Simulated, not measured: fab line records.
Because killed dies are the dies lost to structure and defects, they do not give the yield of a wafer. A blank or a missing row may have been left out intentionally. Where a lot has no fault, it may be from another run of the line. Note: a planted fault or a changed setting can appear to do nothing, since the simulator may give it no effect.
Which tool is to blame?	flow nand-harc	11 lots with 33 wafers sampled at 7 steps, on a route of 1302 steps

## WHAT THE GAUGES SHOWED, per wafer
NHARC_P_STI_CD_MEAS_16.
lot	measured	on	cd-nm (nm)
L823	day 4 02:54	cd-sem-01	200.0 200.3 198.8
L824	day 4 12:59	cd-sem-01	204.5 200.4 200.4
L825	day 4 22:41	cd-sem-02	198.8 196.1 197.3
L834	day 8 20:10	cd-sem-01	199.4 201.2 199.8
L835	day 9 02:10	cd-sem-02	197.7 199.2 195.8
L837	day 9 21:11	cd-sem-02	198.1 201.3 197.7
L838	day 10 07:38	cd-sem-01	203.2 201.2 203.8
L839	day 10 18:58	cd-sem-01	196.6 198.7 201.7
L840	day 11 04:02	cd-sem-03	197.2 198.3 198.0
L841	day 11 18:20	cd-sem-03	199.8 197.8 198.0
L843	day 12 09:42	cd-sem-01	201.5 199.2 199.7

NHARC_P_STI_OCD_MEAS_43.
lot	measured	on	trench-depth-nm (nm)	trench-foot-cd-nm (nm)
L823	day 4 03:30	ocd-02	303.7 305.9 303.1	158.0 159.2 156.8
L824	day 4 13:34	ocd-01	299.5 301.8 299.0	162.2 158.5 159.6
L825	day 4 23:16	ocd-02	299.4 301.5 305.2	156.5 154.4 154.7
L834	day 8 20:46	ocd-01	298.5 301.4 300.8	158.1 158.5 158.3
L835	day 9 02:46	ocd-02	300.7 299.5 299.5	156.2 157.0 153.8
L837	day 9 21:46	ocd-01	296.7 302.6 299.0	157.5 160.2 156.8
L838	day 10 08:14	ocd-01	305.8 302.4 304.4	160.8 160.0 160.9
L839	day 10 19:34	ocd-02	302.5 303.9 301.3	155.0 156.0 159.5
L840	day 11 04:37	ocd-01	297.5 300.9 298.6	155.8 157.2 157.0
L841	day 11 18:55	ocd-02	302.1 309.6 300.7	158.2 153.8 157.2
L843	day 12 10:17	ocd-02	298.3 301.6 299.8	160.1 156.3 157.9

NHARC_P_GATE_CD_MEAS_26: target cd 120 nm.
lot	measured	on	cd-nm (nm)
L823	day 6 06:11	cd-sem-03	119.2 119.7 118.9
L824	day 6 19:56	cd-sem-01	85.7 86.3 86.3
L825	day 7 04:31	cd-sem-03	119.9 119.3 119.0
L834	day 11 01:58	cd-sem-03	120.0 119.8 120.1
L835	day 11 13:25	cd-sem-03	119.8 120.0 120.2
L837	day 12 04:43	cd-sem-02	120.2 119.4 119.2
L838	day 12 11:30	cd-sem-01	120.4 120.1 119.8
L839	day 12 23:32	cd-sem-02	119.4 119.7 120.3
L840	day 13 04:35	cd-sem-01	119.0 119.6 119.4
L841	day 14 04:26	cd-sem-03	119.7 119.7 119.9
L843	day 14 11:17	cd-sem-03	120.6 120.3 120.2

NHARC_P_GATE_CD_MEAS_33.
lot	measured	on	cd-nm (nm)
L823	day 6 07:10	cd-sem-02	123.8 119.2 118.5
L824	day 6 20:59	cd-sem-03	89.5 89.1 88.8
L825	day 7 05:30	cd-sem-02	118.2 119.5 120.7
L834	day 11 02:59	cd-sem-02	122.2 119.3 120.2
L835	day 11 14:24	cd-sem-03	120.0 119.4 119.6
L837	day 12 05:41	cd-sem-01	119.6 120.4 117.7
L838	day 12 12:29	cd-sem-01	121.6 119.3 123.8
L839	day 13 00:31	cd-sem-02	121.6 119.9 120.2
L840	day 13 05:34	cd-sem-01	119.3 120.2 120.6
L841	day 14 05:25	cd-sem-02	119.6 117.8 120.5
L843	day 14 12:16	cd-sem-03	121.7 120.3 121.1

NHARC_END_SORT_01.
lot	measured	on	killed-at-array	killed-at-other	killed-at-periphery	killed-dies	killed-open	killed-short
L824	day 25 11:40	prober-02	79 88 68	3 5 2	593 580 605	675 673 675	2 2 1	3 3 2
L834	day 30 12:23	prober-01	21 14 21	1 0 2	5 4 8	27 18 31	2 2 2	5 2 3
L835	day 31 07:17	prober-01	52 56 53	1 0 0	1 8 1	54 64 54	2 7 3	2 2 1
L838	day 31 12:51	prober-02	47 53 46	0 1 0	3 0 4	50 54 50	2 3 4	4 5 3
L839	day 32 18:28	prober-01	54 50 49	6 5 6	3 2 5	63 57 60	2 1 3	2 3 1
L841	day 33 13:57	prober-02	36 32 35	0 0 0	12 9 7	48 41 42	2 3 0	3 1 1

## TOOL THAT RAN EACH LOT (tool first, then ch and the chambers of the sampled wafers, then the start)
lot	NHARC_P_GATE_DESCUM_13	NHARC_P_GATE_EXPOSE_23
L823	rie-diel-05 ch 2,3, day 5 11:46	arfi-scanner-01 ch 0, day 6 06:03
L824	rie-diel-05 ch 0,1,2, day 6 00:56	arfi-scanner-02 ch 0, day 6 19:48
L825	rie-diel-05 ch 1,3, day 6 13:35	arfi-scanner-02 ch 0, day 7 04:23
L834	rie-diel-02 ch 0,1, day 10 10:18	arfi-scanner-01 ch 0, day 11 01:50
L835	rie-diel-06 ch 0,2,3, day 10 17:02	arfi-scanner-03 ch 0, day 11 13:17
L837	rie-diel-06 ch 0,1,2, day 11 08:20	arfi-scanner-03 ch 0, day 12 04:34
L838	rie-diel-02 ch 2,3, day 11 17:51	arfi-scanner-03 ch 0, day 12 11:22
L839	rie-diel-06 ch 1,2, day 12 09:07	arfi-scanner-02 ch 0, day 12 23:23
L840	rie-diel-05 ch 1,2,3, day 12 14:46	arfi-scanner-02 ch 0, day 13 04:26
L841	rie-diel-02 ch 1,2,3, day 13 08:10	arfi-scanner-02 ch 0, day 14 04:17
L843	rie-diel-05 ch 0,3, day 13 20:28	arfi-scanner-03 ch 0, day 14 11:09
- NHARC_P_GATE_DESCUM_13: chemistry O2, time 3 s.
- NHARC_P_GATE_EXPOSE_23: exposes mask P GATE, target cd 120 nm.

## WHAT THE TOOLS THEMSELVES READ (means of the sampled wafers that have a number; where no wafer has one, the mark that the record gives instead)
NHARC_P_GATE_DESCUM_13.
lot	tool	drypump-motor-current-A (A)	o2-flow-sccm (sccm)	oes-product-au (a.u.)	rf-vpp-V (V)	showerhead-plenum-p-Torr (Torr)	throttle-valve-pct (%)
L823	rie-diel-05	6.3	200.1	1.000	57.7	1.91	11.309
L824	rie-diel-05	5.3	199.6	1.000	57.9	1.89	11.309
L825	rie-diel-05	6.3	200.1	0.999	57.3	1.87	11.321
L834	rie-diel-02	5.6	200.5	0.995	57.4	1.91	11.298
L835	rie-diel-06	6.3	199.2	1.003	57.4	1.86	11.317
L837	rie-diel-06	6.1	200.4	1.000	57.1	1.91	11.308
L838	rie-diel-02	6.1	199.8	1.006	58.1	1.99	11.317
L839	rie-diel-06	6.4	200.4	1.006	57.3	1.85	11.307
L840	rie-diel-05	5.9	200.2	1.008	57.7	1.90	11.314
L841	rie-diel-02	5.9	199.8	0.996	57.6	1.93	11.312
L843	rie-diel-05	5.4	200.6	0.994	57.2	1.85	11.315

NHARC_P_GATE_EXPOSE_23.
lot	tool	focus-offset-nm (nm)
L823	arfi-scanner-01	0.1
L824	arfi-scanner-02	0.2
L825	arfi-scanner-02	0.4
L834	arfi-scanner-01	0.5
L835	arfi-scanner-03	0.3
L837	arfi-scanner-03	-0.6
L838	arfi-scanner-03	0.2
L839	arfi-scanner-02	0.2
L840	arfi-scanner-02	-0.5
L841	arfi-scanner-02	-0.0
L843	arfi-scanner-03	-0.1

## THE ANSWER, worked out from the rows above alone
Rule: the lots themselves supply what counts as usual. The widest of any qualifying gaps counts: lots, ordered by their means at a reading, are off when they make up no more than a third of the lots, leave a main group of 4 or more, and stand apart from it by 3 or more times the standard deviation of that group's means. A main group whose means are all the same, to the digits that the tables above print for the reading, isn't used. A lot without any number at a reading at which 4 lots or more have one is off too. Any other lot the step has rows for is counted as sound. After the gauges, taken in route order, come the tools' own readings; for these a lot's mean is taken, as printed above. At the first step where some lot is off, the reading lying furthest off is the one used; lots without a number count as furthest.
Off: L824 (NHARC_P_GATE_CD_MEAS_26, cd-nm). For the main group the mean is 119.8 nm and the standard deviation 0.34.
If a tool, at a process step before that reading, ran all the lots that are off and no sound lot after the first of them, it fits. The gauges at NHARC_P_GATE_CD_MEAS_26 aren't tried: what is off there is off at NHARC_P_GATE_CD_MEAS_33 too, on other tools, and a gauge's error can't cause that. Of those tried, none fits.

## WHAT THE SIMULATOR HAD INSERTED
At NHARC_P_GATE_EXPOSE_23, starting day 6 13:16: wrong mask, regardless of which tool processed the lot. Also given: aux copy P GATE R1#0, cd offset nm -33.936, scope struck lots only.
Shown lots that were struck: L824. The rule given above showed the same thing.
